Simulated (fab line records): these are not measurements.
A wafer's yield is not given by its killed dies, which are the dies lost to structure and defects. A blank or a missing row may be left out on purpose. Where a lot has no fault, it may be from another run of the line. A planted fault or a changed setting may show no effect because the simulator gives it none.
fab line records    flow n5Finfet
record lots=9  wafers=27  lastDay=17
route steps=1938 shown BEOL_M4@1111 BEOL_M11@1556 PASSIVATION@1936
lots untouched by any fault: they come from a run of this same line in which no faults occurred
startH: start of the lot's first displayed wafer, in hours after the record's first day    waitH: time in hours since the lot's previous step    " repeats the value in the row above    L1.1+2: one row covering several wafers at once    - no value, or no start was given    * or withheld: withheld    < > ~ a bound
route shown NAME@n: names a module that has steps shown in the file, with the first one's number in the route    usual: the fault-free wafers' mean and standard deviation    same: alike in all rows    chamber/n: place in a boat    sites: readings site by site    _std_site: their standard deviation    _edge_site: outer sites' mean less inner sites'    radiusMm: how far each site lies from the wafer's centre    mask NAME#n: copy n    behind: the last tool/chamber to shape the wafer    hold: reason for holding the lot/hours on hold/outcome of the hold    device: the n, p or np transistor that did not switch    end of line: tests of these same wafers at the route's end    a step with no rows: only its recipe    killed: dies that structure and defects cost at the first sort, which is not the same as the wafer's yield    map: per-die view of a wafer (x killed, . not killed, _ where there is no die)
set.NAME: the setting the step ran with; set.NAME@STEP: the setting that earlier step ran with    model.NAME: the simulator's own value behind a step, which no gauge read
one table for each step of the route and one row for each wafer, over a sample of lots
services: from which hour (startH, from the record's first day; less than 0 if before it) a tool's chamber was out of use, for how many hours, and why
## steps
# step N5_BEOL_M4_RC_MEAS_101
# usual DIBL_N=36.3/1  DIBL_P=36.2/1.4  IOFF_N=0.157/0.021  IOFF_P=0.206/0.025  ION_N=673/9  ION_P=461/6.4  SS_N=71.5/0.5  SS_P=73.2/0.47  VT_N=249.9/2.4  VT_P=-250.6/2.9
lot.wafer  tool       chamber  startH  waitH  DIBL_N[mV/V]  DIBL_P[mV/V]  IOFF_N[nA/um]  IOFF_P[nA/um]  ION_N[uA/um]  ION_P[uA/um]  SS_N[mV/dec]  SS_P[mV/dec]  VT_N[mV]  VT_P[mV]
L433.1     prober-02  0        173.09  0.0    36.7          35.9          0.175          0.204          683           460           71.6          73.8          249.0     -251.3
L433.3     "          0        "       "      34.9          34.3          0.153          0.182          679           466           71.4          73.2          250.8     -252.4
L433.5     "          0        "       "      36.6          36.5          0.190          0.208          689           462           71.7          74.1          248.7     -253.0
L431.3     prober-01  0        173.55  0.3    35.3          34.4          0.136          0.177          671           462           70.8          73.1          250.8     -251.1
L431.4     "          0        "       "      37.3          37.2          0.170          0.217          682           467           71.2          74.0          248.2     -250.9
L431.5     "          0        "       "      34.9          34.2          0.129          0.175          668           461           70.1          73.2          250.4     -252.8
L432.2     prober-02  0        178.17  0.2    36.3          36.9          0.150          0.209          659           457           71.7          72.9          252.3     -251.1
L432.4     "          0        "       "      35.5          36.1          0.134          0.194          657           452           71.6          73.6          255.2     -251.2
L432.6     "          0        "       "      37.9          38.2          0.171          0.225          669           461           72.7          74.3          250.0     -252.0
L436.1     prober-01  0        201.54  0.0    37.5          35.9          0.151          0.199          668           464           71.5          73.9          250.2     -249.6
L436.3     "          0        "       "      39.5          38.7          0.202          0.242          686           467           72.3          73.3          246.9     -247.3
L436.6     "          0        "       "      38.3          37.6          0.181          0.226          686           469           71.5          73.5          250.7     -250.6
L437.1     prober-01  0        205.76  0.0    37.1          38.0          0.200          0.260          676           464           72.4          74.0          247.1     -247.2
L437.4     "          0        "       "      36.2          37.4          0.189          0.241          673           463           71.8          73.5          246.8     -248.0
L437.6     "          0        "       "      36.3          37.1          0.183          0.251          676           465           71.9          74.3          249.2     -246.9
L444.2     prober-01  0        251.95  0.2    36.6          36.7          0.187          0.259          685           470           71.7          73.0          247.2     -244.2
L444.3     "          0        "       "      36.8          36.7          0.202          0.271          687           475           71.7          72.9          243.5     -244.8
L444.5     "          0        "       "      36.1          34.8          0.169          0.233          682           471           71.1          72.7          247.3     -248.5
L448.1     prober-01  0        271.10  0.0    37.3          38.0          0.173          0.249          690           471           72.1          73.8          249.4     -244.6
L448.4     "          0        "       "      37.6          38.4          0.181          0.255          685           480           72.4          73.7          245.4     -244.6
L448.6     "          0        "       "      36.7          36.6          0.157          0.226          674           466           72.5          72.7          247.9     -248.5
L449.1     prober-02  0        281.11  0.0    37.5          35.7          0.148          0.179          665           448           71.8          73.4          251.7     -255.2
L449.4     "          0        "       "      35.4          34.3          0.120          0.157          667           455           70.2          72.9          252.6     -255.0
L449.5     "          0        "       "      35.9          34.6          0.132          0.162          660           455           72.1          72.3          252.5     -255.7
L453.1     prober-02  0        306.57  0.0    36.6          39.0          0.183          0.210          688           469           71.7          73.4          246.7     -247.7
L453.4     "          0        "       "      37.6          40.5          0.208          0.230          697           462           71.7          73.7          247.3     -248.8
L453.5     "          0        "       "      36.7          38.5          0.187          0.207          686           462           72.0          73.4          246.2     -249.5
# step N5_BEOL_M11_STRIP_67
# recipe chemistry=CF4  resist=SiARC  powerW=300  biasPowerW=75  pressureMtorr=50  cf4FlowSccm=150  rfFrequencyHz=6e+07
# usual chamberPressureMTorr=50.00/0.047  drypumpMotorCurrentA=5.6/0.58  oesProductAu=0.79/0.089  rfVppV=271.0/1.8  showerheadPlenumPTorr=1.79/0.071  throttleValvePct=13.52/0.2
lot.wafer  tool        chamber  startH  waitH  chamberPressureMTorr  drypumpMotorCurrentA  oesProductAu  rfHoursCounterH  rfVppV  showerheadPlenumPTorr  throttleValvePct
L433.1     rieDiel-01  2        229.92  0.0    50.01                 6.4                   0.72          201              271.8   1.85                   13.94
L433.3     "           3        "       "      50.04                 4.9                   0.93          11               272.8   1.83                   13.16
L433.5     "           1        "       "      49.93                 5.8                   0.88          -                272.6   1.89                   13.34
L431.3     rieDiel-05  1        230.70  0.0    49.97                 6.0                   0.94          8                272.1   1.76                   13.38
L431.4     "           0        "       "      49.97                 4.7                   0.84          55               270.3   1.75                   13.35
L431.5     "           2        "       "      50.02                 6.2                   0.71          -                269.9   1.71                   13.76
L432.2     rieDiel-03  1        234.82  0.0    50.01                 5.5                   0.74          189              272.6   1.84                   13.51
L432.4     "           3        "       "      49.92                 5.2                   0.76          139              267.0   1.67                   13.49
L432.6     "           2        "       "      50.03                 5.2                   0.74          -                272.7   1.85                   13.56
L436.1     rieDiel-01  0        255.86  0.0    50.04                 6.0                   0.96          11               272.7   1.83                   13.32
L436.3     "           3        "       "      50.08                 4.9                   0.91          19               271.1   1.83                   13.18
L436.6     "           3        "       "      50.01                 4.8                   0.90          -                271.6   1.83                   13.15
L437.1     rieDiel-03  2        264.74  0.0    50.01                 5.2                   0.74          173              272.4   1.85                   13.57
L437.4     "           1        "       "      49.97                 5.4                   0.72          -                270.9   1.84                   13.54
L437.6     "           3        "       "      50.06                 5.2                   0.75          -                267.5   1.67                   13.54
L444.2     rieDiel-05  0        310.44  0.0    50.07                 4.6                   0.82          79               269.9   1.74                   13.40
L444.3     "           3        "       "      50.02                 6.8                   0.74          186              269.9   1.71                   13.71
L444.5     "           2        "       "      49.95                 6.2                   0.69          -                270.0   1.70                   13.81
L448.1     rieDiel-05  0        333.71  0.0    49.98                 4.7                   0.81          86               269.2   1.74                   13.42
L448.4     "           3        "       "      49.99                 6.8                   0.73          193              269.5   1.71                   13.71
L448.6     "           3        "       "      49.96                 6.8                   0.73          -                269.3   1.71                   13.72
L449.1     rieDiel-05  0        342.40  0.0    50.11                 4.7                   0.81          88               268.2   1.74                   13.45
L449.4     "           1        "       "      50.07                 6.0                   0.87          41               271.8   1.76                   13.46
L449.5     "           2        "       "      50.00                 6.2                   0.68          -                269.3   1.70                   13.84
L453.1     rieDiel-05  1        360.95  0.0    49.95                 6.0                   0.86          47               270.7   1.75                   13.47
L453.4     "           3        "       "      50.01                 6.8                   0.73          201              268.4   1.71                   13.74
L453.5     "           1        "       "      49.92                 6.0                   0.86          -                270.7   1.75                   13.46
# step N5_BEOL_M11_OVL_MEAS_29
# recipe pointsPerWafer=44
# usual V10_OVL=-0.1/1
lot.wafer  tool        chamber  startH  waitH  V10_OVL[nm]
L433.1     overlay-01  0        230.84  0.0    1.3
L433.3     "           0        "       "      0.9
L433.5     "           0        "       "      1.6
L431.3     overlay-01  0        231.83  0.0    1.6
L431.4     "           0        "       "      0.1
L431.5     "           0        "       "      1.0
L432.2     overlay-01  0        235.70  0.0    -0.4
L432.4     "           0        "       "      -0.6
L432.6     "           0        "       "      0.4
L436.1     overlay-01  0        258.24  0.0    -1.0
L436.3     "           0        "       "      -0.6
L436.6     "           0        "       "      -0.6
L437.1     overlay-02  0        267.83  0.0    -0.1
L437.4     "           0        "       "      -0.3
L437.6     "           0        "       "      0.3
L444.2     overlay-01  0        311.68  0.0    0.8
L444.3     "           0        "       "      -0.3
L444.5     "           0        "       "      0.3
L448.1     overlay-02  0        335.12  0.0    0.5
L448.4     "           0        "       "      1.1
L448.6     "           0        "       "      1.8
L449.1     overlay-02  0        345.76  0.0    1.2
L449.4     "           0        "       "      1.2
L449.5     "           0        "       "      1.2
L453.1     overlay-02  0        361.52  0.0    -0.8
L453.4     "           0        "       "      -0.6
L453.5     "           0        "       "      -0.1
# step N5_BEOL_M11_ETCH_41
# recipe chemistry=CH3F/O2  target=SiCN  targetDepthA=426  taperDeg=2  timeS=86  ionEnergyEv=120  maskMaterial=TiN  pressureMtorr=30  sourceW=395  biasW=75  Ar_flow_sccm=150  CH3F_flow_sccm=30  O2_flow_sccm=20
# usual CH3F_flow_sccm=29.99/0.077  O2_flow_sccm=20.01/0.058  chamberPressureMTorr=29.998/0.029  drypumpMotorCurrentA=5.7/0.64  oesProductAu=0.80/0.093  rfVppV=297.1/1.8  showerheadPlenumPTorr=1.99/0.082  throttleValvePct=16.26/0.19
lot.wafer  tool        chamber  startH  waitH  CH3F_flow_sccm  O2_flow_sccm  chamberPressureMTorr  drypumpMotorCurrentA  oesProductAu  rfHoursCounterH  rfVppV  showerheadPlenumPTorr  throttleValvePct
L433.1     rieDiel-01  3        231.25  -      29.89           19.92         30.014                4.9                   0.93          11               298.1   2.05                   15.96
L433.3     "           2        "       "      29.99           20.03         30.021                6.3                   0.73          201              297.8   2.06                   16.66
L433.5     "           0        "       "      30.00           20.00         29.992                6.0                   1.01          -                298.2   2.04                   16.08
L431.3     rieDiel-03  3        232.24  -      30.01           19.98         30.015                5.2                   0.76          138              294.0   1.84                   16.17
L431.4     "           2        "       "      29.93           20.06         29.974                5.1                   0.74          166              299.1   2.07                   16.25
L431.5     "           1        "       "      30.00           20.03         30.000                5.5                   0.74          -                297.1   2.07                   16.26
L432.2     rieDiel-01  0        236.11  -      29.80           20.01         30.032                6.0                   0.99          4                298.6   2.04                   16.09
L432.4     "           3        "       "      30.01           20.00         29.992                4.9                   0.93          12               299.9   2.05                   15.95
L432.6     "           2        "       "      29.95           20.07         29.993                6.3                   0.72          -                298.1   2.06                   16.66
L436.1     rieDiel-03  3        259.96  -      -               -             -                     -                     -             -                -       -                      -
L436.3     "           1        "       "      -               -             -                     -                     -             -                -       -                      -
L436.6     "           1        "       "      -               -             -                     -                     -             -                -       -                      -
L437.1     rieDiel-01  2        268.24  -      -               -             -                     -                     -             -                -       -                      -
L437.4     "           3        "       "      -               -             -                     -                     -             -                -       -                      -
L437.6     "           0        "       "      -               -             -                     -                     -             -                -       -                      -
L444.2     rieDiel-01  2        312.09  -      30.11           20.12         30.044                6.4                   0.72          219              297.2   2.06                   16.70
L444.3     "           0        "       "      29.98           19.99         29.975                6.0                   0.93          30               299.0   2.04                   16.14
L444.5     "           0        "       "      30.11           20.01         30.056                6.0                   0.93          -                298.2   2.03                   16.16
L448.1     rieDiel-03  1        335.53  -      30.00           20.02         30.007                5.4                   0.71          222              297.5   2.06                   16.32
L448.4     "           3        "       "      30.02           19.96         29.976                5.2                   0.72          177              293.7   1.83                   16.21
L448.6     "           0        "       "      29.97           20.17         29.996                5.4                   0.93          -                298.0   2.04                   15.88
L449.1     rieDiel-01  3        346.17  -      29.96           19.95         29.978                4.9                   0.86          49               297.3   2.04                   16.02
L449.4     "           2        "       "      29.96           20.01         29.996                6.4                   0.71          229              299.1   2.05                   16.72
L449.5     "           2        "       "      30.04           20.04         29.975                6.3                   0.71          -                297.0   2.05                   16.71
L453.1     rieDiel-03  3        361.93  -      30.01           20.05         30.061                5.2                   0.72          185              294.0   1.83                   16.23
L453.4     "           2        "       "      30.08           20.01         29.978                5.1                   0.71          205              297.7   2.06                   16.31
L453.5     "           2        "       "      29.87           19.97         29.989                5.2                   0.70          -                299.7   2.06                   16.34
# step N5_BEOL_M11_ALD_74
# recipe material=TaN  targetThkA=20  tempC=275  aldPrecursorFamily=PDMAT  aldCoReactant=NH3  pressureTorr=3  carrierFlowSccm=1500  pulseTimeS=2  purgeTimeS=3  coReactantPurgeTimeS=2  coReactantPulseTimeS=3  aldCycles=40  precursorVesselTempC=75  precursorVesselPressureTorr=26.25  precursorVesselCarrierSccm=1000
# usual heaterPowerW=421/41  susceptorTempC=274.95/0.17
# same aldCycles=40
lot.wafer  tool         chamber  startH  waitH  heaterPowerW  susceptorTempC
L433.1     aldMetal-01  0        233.15  0.0    414           274.75
L433.3     "            1        "       "      363           275.19
L433.5     "            1        "       "      382           275.08
L431.3     aldMetal-03  0        233.67  0.0    384           274.68
L431.4     "            3        "       "      315           274.94
L431.5     "            0        "       "      372           274.89
L432.2     aldMetal-02  2        237.03  0.1    427           275.01
L432.4     "            2        "       "      432           275.05
L432.6     "            1        "       "      468           274.83
L436.1     aldMetal-01  1        262.66  0.3    370           274.73
L436.3     "            0        "       "      427           275.12
L436.6     "            1        "       "      375           274.97
L437.1     aldMetal-01  0        269.14  0.1    419           274.84
L437.4     "            2        "       "      490           274.94
L437.6     "            2        "       "      490           274.81
L444.2     aldMetal-02  1        312.94  0.0    478           275.01
L444.3     "            2        "       "      428           274.94
L444.5     "            1        "       "      472           275.14
L448.1     aldMetal-02  3        336.81  0.1    382           274.73
L448.4     "            0        "       "      424           274.87
L448.6     "            1        "       "      458           274.73
L449.1     aldMetal-01  0        347.30  0.0    437           275.03
L449.4     "            1        "       "      379           274.83
L449.5     "            0        "       "      438           274.91
L453.1     aldMetal-01  0        363.13  0.1    428           274.95
L453.4     "            3        "       "      383           274.99
L453.5     "            1        "       "      373           274.65
# step N5_PASSIVATION_PROBE_49
# usual defectLimitedYield=91.1/1.3  killed_at_M0_to_M3=36/10  killed_at_M4_up=14/4.4  killedAtContacts=14/5.7  killedAtFrontEnd=39/9.4  killedAtOther=2.9/2.6  killedDies=105/15  killedOnRim=14/3.5  killedOpen=70/12  killedShort=34/7.1  sort_bin_5_function=5.3/0.77  sort_bin_6_memory=3.3/0.66  sortNPass=1075/15  sortYieldPct=91.1/1.3
# same grossDies=1180  killedAtBackSide=0  sort_bin_4_leakage[%]=0  sort_bin_8_speed[%]=0
lot.wafer  tool       chamber  startH  waitH  defectLimitedYield[%]  killed_at_M0_to_M3  killed_at_M4_up  killedAtContacts  killedAtFrontEnd  killedAtOther  killedDies  killedOnRim  killedOpen  killedShort  sort_bin_5_function[%]  sort_bin_6_memory[%]  sortNPass  sortYieldPct[%]
L433.1     prober-02  -        278.73  0.0    92.4                   34                  11               9                 33                3              90          11           61          28           4.0                     3.3                   1090       92.4
L433.3     prober-02  -        278.83  0.1    90.3                   49                  12               4                 44                6              115         16           67          48           4.7                     4.2                   1065       90.3
L433.5     prober-02  -        278.93  0.2    91.3                   29                  8                1                 57                8              103         16           61          42           4.5                     3.8                   1077       91.3
L431.3     prober-01  -        280.80  0.1    91.1                   36                  19               13                36                1              105         20           61          42           5.5                     3.1                   1075       91.1
L431.4     prober-01  -        280.85  0.2    91.6                   34                  13               8                 40                4              99          11           63          33           4.6                     3.4                   1081       91.6
L431.5     prober-01  -        280.90  0.2    93.2                   27                  8                6                 37                2              80          7            52          27           4.2                     2.5                   1100       93.2
L432.2     prober-01  -        282.07  0.1    92.5                   37                  13               3                 35                1              89          13           64          24           4.6                     2.8                   1091       92.5
L432.4     prober-01  -        282.17  0.2    89.8                   23                  14               26                55                2              120         20           81          37           5.8                     4.1                   1060       89.8
L432.6     prober-01  -        282.27  0.3    87.9                   57                  23               14                49                0              143         15           89          52           7.0                     4.8                   1037       87.9
L436.1     prober-02  -        303.57  0.0    0                      62                  1065             16                33                4              1180        152          81          45           95.0                    4.6                   0          0
L436.3     prober-02  -        303.67  0.1    0                      38                  1064             16                52                10             1180        152          78          52           94.8                    4.7                   0          0
L436.6     prober-02  -        303.82  0.3    0                      50                  1082             19                26                3              1180        152          66          42           96.2                    3.7                   0          0
L437.1     prober-01  -        308.53  0.0    0                      42                  1077             20                35                6              1180        152          80          41           95.3                    4.1                   0          0
L437.4     prober-01  -        308.68  0.2    0                      36                  1070             25                43                6              1180        152          73          47           96.1                    3.2                   0          0
L437.6     prober-01  -        308.78  0.3    0                      42                  1094             17                23                4              1180        152          62          38           96.3                    3.6                   0          0
L444.2     prober-01  -        360.07  0.1    89.7                   52                  13               8                 48                1              122         15           88          33           5.7                     4.3                   1058       89.7
L444.3     prober-01  -        360.12  0.1    91.3                   45                  17               6                 34                1              103         13           66          37           5.3                     3.0                   1077       91.3
L444.5     prober-01  -        360.22  0.2    90.8                   39                  13               13                42                1              108         16           72          36           5.1                     3.7                   1072       90.8
L448.1     prober-01  -        373.43  0.0    92.3                   31                  10               18                30                2              91          9            58          28           4.7                     2.9                   1089       92.3
L448.4     prober-01  -        373.58  0.2    89.5                   44                  17               10                50                3              124         10           82          40           5.3                     4.5                   1056       89.5
L448.6     prober-01  -        373.68  0.3    90.7                   27                  10               23                44                6              110         13           75          34           5.3                     3.3                   1070       90.7
L449.1     prober-02  -        389.50  0.0    90.9                   30                  23               17                37                0              107         16           79          25           5.6                     3.3                   1073       90.9
L449.4     prober-02  -        389.65  0.2    92.5                   35                  10               11                32                0              88          11           57          29           3.6                     3.7                   1092       92.5
L449.5     prober-02  -        389.70  0.2    90.8                   32                  19               13                41                3              108         11           77          30           5.3                     3.6                   1072       90.8
L453.1     prober-01  -        403.74  0.0    90.6                   24                  19               12                50                6              111         11           77          34           5.3                     3.9                   1069       90.6
L453.4     prober-01  -        403.89  0.2    93.0                   20                  12               12                36                3              83          6            59          24           3.8                     2.7                   1097       93.0
L453.5     prober-01  -        403.94  0.2    90.1                   39                  12               22                43                1              117         14           77          40           5.5                     4.0                   1063       90.1
# killed by level:class
L433.1 BEOL_M2:geometricParticle:open=13 STI_FIN_REVEAL:geometricParticle:open=8 MOL_CONTACT_COAG:geometricParticle:open=8 BEOL_M0_SAQP:geometricParticle:short=5 FIN_SAQP:geometricParticle:open=4 ILD0:geometricParticle:open=4 BEOL_M3:geometricParticle:open=4 BEOL_M4:geometricParticle:open=4
L433.3 BEOL_M0_SAQP:geometricParticle:short=15 BEOL_M2:geometricParticle:open=10 STI_FIN_REVEAL:geometricParticle:open=8 BEOL_M3:geometricParticle:open=8 FIN_SAQP:geometricParticle:short=7 ILD0:geometricParticle:short=7 BEOL_M0_SAQP:geometricParticle:open=7 BEOL_M4:geometricParticle:open=5
L433.5 STI_FIN_REVEAL:geometricParticle:open=11 FIN_SAQP:geometricParticle:open=8 DUMMY_GATE:geometricParticle:open=8 GATE_CUT:geometricParticle:short=6 BEOL_M3:geometricParticle:open=6 FIN_SAQP:geometricParticle:short=5 BEOL_M2:geometricParticle:open=5 ILD0:geometricParticle:open=4
L431.3 BEOL_M0_SAQP:geometricParticle:open=12 MOL_CONTACT_COAG:geometricParticle:open=10 BEOL_M0_SAQP:geometricParticle:short=9 FIN_SAQP:geometricParticle:short=7 GATE_CUT:geometricParticle:short=6 BEOL_M4:geometricParticle:open=6 STI_FIN_REVEAL:geometricParticle:open=5 BEOL_M1:geometricParticle:open=5
L431.4 BEOL_M2:geometricParticle:open=11 FIN_SAQP:geometricParticle:open=8 STI_FIN_REVEAL:geometricParticle:open=8 BEOL_M0_SAQP:geometricParticle:short=7 MOL_CONTACT_COAG:geometricParticle:open=7 FIN_SAQP:geometricParticle:short=6 BEOL_M0_SAQP:geometricParticle:open=5 BEOL_M3:geometricParticle:open=5
L431.5 BEOL_M0_SAQP:geometricParticle:open=11 STI_FIN_REVEAL:geometricParticle:open=10 DUMMY_GATE:geometricParticle:open=6 FIN_SAQP:geometricParticle:open=5 FIN_SAQP:geometricParticle:short=4 BEOL_M0_SAQP:geometricParticle:short=4 BEOL_M3:geometricParticle:open=4 MOL_CONTACT_COAG:geometricParticle:open=3
L432.2 BEOL_M3:geometricParticle:open=10 STI_FIN_REVEAL:geometricParticle:open=8 BEOL_M1:geometricParticle:open=8 FIN_SAQP:geometricParticle:open=7 BEOL_M4:geometricParticle:open=7 GATE_CUT:geometricParticle:short=5 BEOL_M0_SAQP:geometricParticle:open=5 DUMMY_GATE:geometricParticle:open=4
L432.4 MOL_CONTACT_COAG:geometricParticle:open=18 STI_FIN_REVEAL:geometricParticle:open=15 FIN_SAQP:geometricParticle:open=13 MOL_CONTACT_COAG:geometricParticle:short=8 BEOL_M0_SAQP:geometricParticle:short=7 BEOL_M0_SAQP:geometricParticle:open=6 FIN_SAQP:geometricParticle:short=5 DUMMY_GATE:geometricParticle:open=5
L432.6 BEOL_M0_SAQP:geometricParticle:open=13 MOL_CONTACT_COAG:geometricParticle:open=12 FIN_SAQP:geometricParticle:short=11 FIN_SAQP:geometricParticle:open=11 BEOL_M0_SAQP:geometricParticle:short=10 BEOL_M4:geometricParticle:open=10 STI_FIN_REVEAL:geometricParticle:open=9 BEOL_M2:geometricParticle:open=9
L436.1 BEOL_M11:areaEtch=1053 BEOL_M0_SAQP:geometricParticle:open=20 BEOL_M0_SAQP:geometricParticle:short=19 MOL_CONTACT_COAG:geometricParticle:open=15 BEOL_M2:geometricParticle:open=10 FIN_SAQP:geometricParticle:short=7 STI_FIN_REVEAL:geometricParticle:open=6 FIN_SAQP:geometricParticle:open=5
L436.3 BEOL_M11:areaEtch=1048 BEOL_M0_SAQP:geometricParticle:short=14 MOL_CONTACT_COAG:geometricParticle:open=13 FIN_SAQP:geometricParticle:short=12 STI_FIN_REVEAL:geometricParticle:open=12 BEOL_M0_SAQP:geometricParticle:open=11 BEOL_M4:geometricParticle:open=8 FIN_SAQP:geometricParticle:open=6
L436.6 BEOL_M11:areaEtch=1071 BEOL_M0_SAQP:geometricParticle:short=19 MOL_CONTACT_COAG:geometricParticle:open=12 STI_FIN_REVEAL:geometricParticle:open=8 BEOL_M2:geometricParticle:open=8 MOL_CONTACT_COAG:geometricParticle:short=7 BEOL_M0_SAQP:geometricParticle:open=7 BEOL_M1:geometricParticle:open=6
L437.1 BEOL_M11:areaEtch=1056 MOL_CONTACT_COAG:geometricParticle:open=19 BEOL_M0_SAQP:geometricParticle:short=11 FIN_SAQP:geometricParticle:short=10 FIN_SAQP:geometricParticle:open=10 BEOL_M0_SAQP:geometricParticle:open=10 BEOL_M3:geometricParticle:open=8 BEOL_M5:geometricParticle:open=7
L437.4 BEOL_M11:areaEtch=1060 MOL_CONTACT_COAG:geometricParticle:open=18 FIN_SAQP:geometricParticle:short=17 FIN_SAQP:geometricParticle:open=10 BEOL_M0_SAQP:geometricParticle:open=10 MOL_CONTACT_COAG:geometricParticle:short=7 BEOL_M2:geometricParticle:open=6 BEOL_M1:geometricParticle:open=6
L437.6 BEOL_M11:areaEtch=1077 BEOL_M0_SAQP:geometricParticle:short=13 MOL_CONTACT_COAG:geometricParticle:open=13 BEOL_M0_SAQP:geometricParticle:open=10 FIN_SAQP:geometricParticle:short=8 BEOL_M1:geometricParticle:open=7 BEOL_M4:geometricParticle:open=7 FIN_SAQP:geometricParticle:open=4
L444.2 STI_FIN_REVEAL:geometricParticle:open=19 BEOL_M0_SAQP:geometricParticle:open=15 BEOL_M0_SAQP:geometricParticle:short=13 BEOL_M3:geometricParticle:open=11 FIN_SAQP:geometricParticle:open=7 MOL_CONTACT_COAG:geometricParticle:open=6 BEOL_M4:geometricParticle:open=6 STI_FIN_REVEAL:geometricParticle:short=5
L444.3 BEOL_M0_SAQP:geometricParticle:short=16 BEOL_M0_SAQP:geometricParticle:open=15 STI_FIN_REVEAL:geometricParticle:open=13 BEOL_M4:geometricParticle:open=6 FIN_CUT:geometricParticle:open=4 MOL_CONTACT_COAG:geometricParticle:open=4 BEOL_M2:geometricParticle:open=4 BEOL_M3:geometricParticle:short=4
L444.5 BEOL_M0_SAQP:geometricParticle:open=11 FIN_SAQP:geometricParticle:open=9 DUMMY_GATE:geometricParticle:open=9 BEOL_M0_SAQP:geometricParticle:short=9 MOL_CONTACT_COAG:geometricParticle:open=8 BEOL_M4:geometricParticle:open=8 BEOL_M1:geometricParticle:open=6 STI_FIN_REVEAL:geometricParticle:open=5
L448.1 MOL_CONTACT_COAG:geometricParticle:open=15 BEOL_M2:geometricParticle:open=8 BEOL_M0_SAQP:geometricParticle:open=7 STI_FIN_REVEAL:geometricParticle:open=6 FIN_SAQP:geometricParticle:open=5 GATE_CUT:geometricParticle:short=5 BEOL_M0_SAQP:geometricParticle:short=5 FIN_SAQP:geometricParticle:short=4
L448.4 STI_FIN_REVEAL:geometricParticle:open=24 BEOL_M0_SAQP:geometricParticle:short=15 BEOL_M0_SAQP:geometricParticle:open=10 BEOL_M2:geometricParticle:open=9 GATE_CUT:geometricParticle:short=7 MOL_CONTACT_COAG:geometricParticle:open=7 BEOL_M4:geometricParticle:open=7 BEOL_M1:geometricParticle:open=6
L448.6 MOL_CONTACT_COAG:geometricParticle:open=16 STI_FIN_REVEAL:geometricParticle:open=11 BEOL_M0_SAQP:geometricParticle:short=10 BEOL_M0_SAQP:geometricParticle:open=8 FIN_SAQP:geometricParticle:open=7 MOL_CONTACT_COAG:geometricParticle:short=7 BEOL_M4:geometricParticle:open=7 ILD0:geometricParticle:open=5
L449.1 MOL_CONTACT_COAG:geometricParticle:open=13 STI_FIN_REVEAL:geometricParticle:open=12 BEOL_M3:geometricParticle:open=9 BEOL_M0_SAQP:geometricParticle:short=8 GATE_CUT:geometricParticle:open=7 BEOL_M4:geometricParticle:open=7 FIN_SAQP:geometricParticle:open=5 BEOL_M5:geometricParticle:open=5
L449.4 BEOL_M1:geometricParticle:open=11 BEOL_M3:geometricParticle:open=9 STI_FIN_REVEAL:geometricParticle:open=8 BEOL_M3:geometricParticle:short=7 FIN_SAQP:geometricParticle:open=6 GATE_CUT:geometricParticle:short=5 MOL_CONTACT_COAG:geometricParticle:open=5 MOL_CONTACT_COAG:geometricParticle:short=4
L449.5 BEOL_M3:geometricParticle:open=13 STI_FIN_REVEAL:geometricParticle:open=12 MOL_CONTACT_COAG:geometricParticle:open=12 FIN_SAQP:geometricParticle:short=10 BEOL_M3:geometricParticle:short=8 BEOL_M4:geometricParticle:open=8 STI_FIN_REVEAL:geometricParticle:short=5 DUMMY_GATE:geometricParticle:open=5
L453.1 FIN_SAQP:geometricParticle:open=17 MOL_CONTACT_COAG:geometricParticle:open=11 BEOL_M4:geometricParticle:open=8 FIN_SAQP:geometricParticle:short=7 GATE_CUT:geometricParticle:short=7 BEOL_M0_SAQP:geometricParticle:open=6 BEOL_M2:geometricParticle:open=4 BEOL_M3:geometricParticle:short=4
L453.4 FIN_SAQP:geometricParticle:open=10 MOL_CONTACT_COAG:geometricParticle:open=10 BEOL_M4:geometricParticle:open=8 STI_FIN_REVEAL:geometricParticle:open=6 BEOL_M0_SAQP:geometricParticle:open=5 BEOL_M1:geometricParticle:open=4 STARTING-WAFER:geometricParticle:short=4 GATE_CUT:geometricParticle:short=3
L453.5 MOL_CONTACT_COAG:geometricParticle:open=17 STI_FIN_REVEAL:geometricParticle:open=12 BEOL_M0_SAQP:geometricParticle:short=12 BEOL_M0_SAQP:geometricParticle:open=11 FIN_SAQP:geometricParticle:short=8 BEOL_M4:geometricParticle:open=7 BEOL_M3:geometricParticle:open=6 STARTING-WAFER:geometricParticle:open=5
## services
tool         chamber  startH  hours  kind
aldMetal-02  0        223.66  15.9   repair
rieDiel-01   2        247.19  13.3   repair
rieDiel-03   2        251.67  11.3   repair
rieDiel-03   0        263.00  -      clean
rieDiel-03   0        263.00  -      consumableReplace:focusRing
rieDiel-03   0        263.00  18.7   scheduledDown
rieDiel-03   0        263.00  18.7   ventCycle
rieDiel-01   2        276.08  10.4   repair
rieDiel-03   1        291.76  7.9    repair
aldMetal-02  -        331.92  0.4    repair
aldMetal-01  -        342.28  0.9    repair
## key
firstSign step=N5_BEOL_M11_ETCH_41  reading=toolRecord  direction=missing
effect step=N5_PASSIVATION_PROBE_49  reading=killed_at_M4_up  direction=up  sigmas=99+  usual=14  struck=1075
moreKillsBornAt N5_BEOL_M11_ETCH_41@rieDiel-01=3193  N5_BEOL_M11_ETCH_41@rieDiel-03=3172
metAt N5_BEOL_M11_ETCH_41
struckLots L436,L437
laterRowsLeftOut L436.1,L436.3,L436.6,L437.1,L437.4,L437.6
notActingAt N5_BEOL_M11_STRIP_67,N5_BEOL_M11_OVL_MEAS_29,N5_BEOL_M11_ALD_74
onsetBetween 236.11 259.96
fault kind=skippedStepWhole  tool=rieDiel-01,rieDiel-03  chamber=-  onsetH=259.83  steps=N5_BEOL_M11_ETCH_41  scope=struckLotsOnly
# laterRowsLeftOut: the simulator's readings of these wafers behind a module that went badly wrong aren't trusted and aren't shown, but for the sort
